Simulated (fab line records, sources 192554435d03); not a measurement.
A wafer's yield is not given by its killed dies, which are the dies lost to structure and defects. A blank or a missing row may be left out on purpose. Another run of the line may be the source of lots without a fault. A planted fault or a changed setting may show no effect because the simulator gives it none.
Struck lot and sound lot, side by side / flow n5-finfet / 16 out of 1938 route steps
Sound: wafers L743.2, L743.3, L743.6. Struck: wafer L752.2 (left out: L752.1, a lot-mate that was not struck); the cause follows at the end.
For every step that has rows: the tool of each side, followed by ch and its chambers, followed by its first start. Under that, the readings that differ: sound wafers / struck wafers / difference of the means / sigmas: that difference in standard deviations of wafers without a fault.
alike: readings with means less than 2 such deviations apart, plus words and numbers identical on both sides. not compared: withheld readings, readings lacking a value on some wafer, bounds such as >300 that could conceal the same value, and numbers that have no deviation in the record and whose values overlap.
Wherever a step has rows on one side only, a row that says differs or no value, or a row with sigmas, the two part there. When numbers do not overlap yet have no deviation, they are printed without sigmas and do not part them. Lack of a reading on every wafer of one side parts them only where that side has two or more wafers.

first, 6 steps without rows for these wafers: N5_BEOL_M3_COAT_22 (resist thk 30 nm); N5_BEOL_M3_EBR_24; N5_BEOL_M3_SOFTBAKE_23 (time 60 s); N5_BEOL_M3_EXPOSE_25 (exposes mask V2, defocus 5 nm); N5_BEOL_M3_PEB_26 (peb time 60 s); N5_BEOL_M3_DEVELOP_27 (develop time 30 s).
N5_BEOL_M3_CD_MEAS_28: target cd 25.7 nm, target cd y 23.3 nm.
  sound on cd-sem-03 ch 0, day 7 08:40; struck on cd-sem-01 ch 0, day 9 17:22
reading=cd-nm (nm); sound=26.07 25.92 25.49; struck=25.25; difference=-0.58; sigmas=-2
N5_BEOL_M3_OVL_MEAS_29:
  sound on overlay-02 ch 0, day 7 08:41; struck on overlay-01 ch 0, day 9 17:24
  alike: V2_OVL
N5_BEOL_M3_INSPECT_30: inspects for defects (brightfield).
  sound: defect-inspect-02 at day 7 08:45; struck: defect-inspect-02 at day 9 17:28
  alike: raw-defect-count
N5_BEOL_M3_DESCUM_33: chemistry O2, time 7 s.
  sound on rie-diel-02 ch 2,3, day 7 08:47; struck on rie-diel-02 ch 0, day 9 17:29
  alike: bias-power-w, chamber-pressure-mTorr, drypump-motor-current-A, oes-product-au, rf-fwd-power-W, rf-vpp-V, showerhead-plenum-p-Torr, throttle-valve-pct
  not compared: rf-hours-counter-h
N5_BEOL_M3_ETCH_77: etches underlayer in N2/H2, target depth 6.5 nm, time 5.2 s.
  sound on rie-diel-02 ch 2,3, day 7 08:49; struck on rie-diel-02 ch 0, day 9 17:32
  alike: chamber-pressure-mTorr, drypump-motor-current-A, etch-rf-on-time-s, n2-flow-sccm, oes-product-au, rf-fwd-power-W, rf-vpp-V, showerhead-plenum-p-Torr, throttle-valve-pct
  not compared: rf-hours-counter-h
N5_BEOL_M3_ETCH_69: etches SiARC in CF4, target depth 15.6 nm, time 26 s.
  sound on rie-diel-02 ch 2,3, day 7 08:50; struck on rie-diel-02 ch 0, day 9 17:32
reading=rf-fwd-power-W (W); sound=537.7 531.7 535.0; struck=529.5; difference=-5.3; sigmas=-2
  alike: chamber-pressure-mTorr, drypump-motor-current-A, etch-rf-on-time-s, oes-product-au, rf-vpp-V, showerhead-plenum-p-Torr, throttle-valve-pct
  not compared: rf-hours-counter-h
N5_BEOL_M3_ALD_98: deposits SiO2, target thk 2.5 nm, pulse time 1 s, co reactant pulse time 1 s.
  sound on ald-sin-03 ch 0,2,3, day 7 08:55; struck on ald-sin-03 ch 1, day 9 17:37
reading=ald-cycles; sound=17 17 17; struck=23; difference=+6; sigmas=
reading=model.SiO2_of_BEOL_M3_ALD_98.thk-nm (nm); sound=2.4 2.4 2.4; struck=3.4; difference=+1.0; sigmas=
  alike: heater-power-w, precursor-pulse-height-rel
N5_BEOL_M3_ETCHBACK_99: etches SiO2 in CHF3, target depth 5 nm, time 10.4 s.
  sound on rie-diel-02 ch 1,2, day 7 11:43; struck on rie-diel-02 ch 0, day 9 22:40
  alike: chamber-pressure-mTorr, drypump-motor-current-A, oes_f_703_au, oes-product-au, rf-fwd-power-W, rf-vpp-V, showerhead-plenum-p-Torr, throttle-valve-pct
  not compared: rf-hours-counter-h
N5_BEOL_M4_RC_MEAS_101:
  sound on prober-02 ch 0, day 8 05:12; struck on prober-01 ch 0, day 10 12:16
  alike: DIBL_N, DIBL_P, IOFF_N, IOFF_P, ION_N, ION_P, SS_N, SS_P, VT_N, VT_P
-- record jumps: 4 days separate the struck wafers' starts on either side; left off in module BEOL_M4, taken up again in module PASSIVATION, whose first shown step is the route's number 1936 --
N5_PASSIVATION_PROBE_49:
  sound: prober-02 at day 12 10:35; struck: prober-01 at day 14 21:49
reading=sort_bin_8_speed (%); sound=1.27 0 0; struck=0; difference=+0; sigmas=-2
  alike: defect-limited-yield, killed_at_M0_to_M3, killed_at_M4_up, killed-at-contacts, killed-at-front-end, killed-at-other, killed-dies, killed-open, killed-short, sort_bin_4_leakage, sort_bin_5_function, sort_bin_6_memory, sort-n-pass, sort-yield-pct

## WHERE THEY PART
Earliest at N5_BEOL_M3_CD_MEAS_28; latest, in this record, at N5_PASSIVATION_PROBE_49.

WHY: what the simulator had put in
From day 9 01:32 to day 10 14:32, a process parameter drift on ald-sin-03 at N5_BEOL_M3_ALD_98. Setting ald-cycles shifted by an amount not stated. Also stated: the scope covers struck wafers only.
